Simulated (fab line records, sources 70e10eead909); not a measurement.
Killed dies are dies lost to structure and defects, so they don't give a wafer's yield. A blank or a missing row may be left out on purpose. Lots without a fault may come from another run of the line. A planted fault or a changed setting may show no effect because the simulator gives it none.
Which tool did it? | flow nand_harc | 6 lots, 16 wafers sampled, at 4 steps of a route of 1159

WHAT THE GAUGES READ, wafer by wafer
NHARC_A_ONON_D1_THK_MEAS_05: measures by ellipsometry.
lot  | measured     | on            | thk_nm (nm)
L954 | day 8 07:04  | film_metro-01 | 992 990 991
L959 | day 9 09:35  | film_metro-01 | 998 695
L964 | day 10 18:59 | film_metro-01 | 1010 705
L968 | day 11 12:46 | film_metro-01 | 1017 1021 1019
L971 | day 12 08:58 | film_metro-01 | 978 978 978
L974 | day 12 19:55 | film_metro-02 | 1004 1006 1005

WHICH TOOL RAN EACH LOT (tool, then ch and the chambers of the sampled wafers, then the start)
lot  | NHARC_P_BONDPAD_ANNEAL_28        | NHARC_A_ZERO_WELL_ETCH_19          | NHARC_A_ONON_D1_DEP_03
L954 | rtp_anneal-02 ch 0, day 7 04:44  | rie_diel-04 ch 0,1,3, day 7 08:01  | pecvd_onon-01 ch 0, day 8 06:37
L959 | rtp_anneal-02 ch 0, day 8 07:10  | rie_diel-07 ch 1,3, day 8 09:36    | pecvd_onon-02 ch 0, day 9 09:04
L964 | rtp_anneal-01 ch 0, day 9 17:09  | rie_diel-04 ch 2, day 9 19:35      | pecvd_onon-02 ch 0, day 10 18:28
L968 | rtp_anneal-02 ch 0, day 10 10:35 | rie_diel-04 ch 0,1,2, day 10 13:01 | pecvd_onon-01 ch 0, day 11 12:15
L971 | rtp_anneal-01 ch 0, day 11 05:42 | rie_diel-04 ch 0,2, day 11 08:10   | pecvd_onon-01 ch 0, day 12 08:27
L974 | rtp_anneal-01 ch 0, day 11 17:06 | rie_diel-04 ch 0,1, day 11 19:35   | pecvd_onon-01 ch 0, day 12 19:24
- NHARC_P_BONDPAD_ANNEAL_28: time 90 s.
- NHARC_A_ZERO_WELL_ETCH_19: etches the open film in N2/H2, target depth 80 nm, overetch 24 nm, time 87.88 s.
- NHARC_A_ONON_D1_DEP_03: target thk 1000 nm.

THE ANSWER, worked out from the rows above alone
Rule: what is usual is taken from the lots themselves. Put in order of their means at a reading, lots are off if they are a third of the lots or fewer, leave a main group of 4 or more, and stand apart from it by a gap of 3 or more times the standard deviation of the main group's means; of several such gaps the widest counts. A main group whose means are all the same, to the digits that the tables above print for the reading, isn't used. A lot without any number at a reading at which 4 lots or more have one is off too. The other lots that the step has rows for count as sound.
Off: L959, L964, at NHARC_A_ONON_D1_THK_MEAS_05 (thk_nm). The main group: mean 998 nm, standard deviation 15.
A tool fits if, at a process step before that reading, it ran every lot that is off, and no sound lot after the first of them. The gauges at NHARC_A_ONON_D1_THK_MEAS_05 are tried like those tools. One fits: pecvd_onon-02 at NHARC_A_ONON_D1_DEP_03. It ran no sound lot before its first lot that is off in this sample, so the start can't be narrowed down.

WHAT THE SIMULATOR HAD PUT IN
Process parameter drift: pecvd_onon-02, from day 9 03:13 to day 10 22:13, at NHARC_A_ONON_D1_DEP_03. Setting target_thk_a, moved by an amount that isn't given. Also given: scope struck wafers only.
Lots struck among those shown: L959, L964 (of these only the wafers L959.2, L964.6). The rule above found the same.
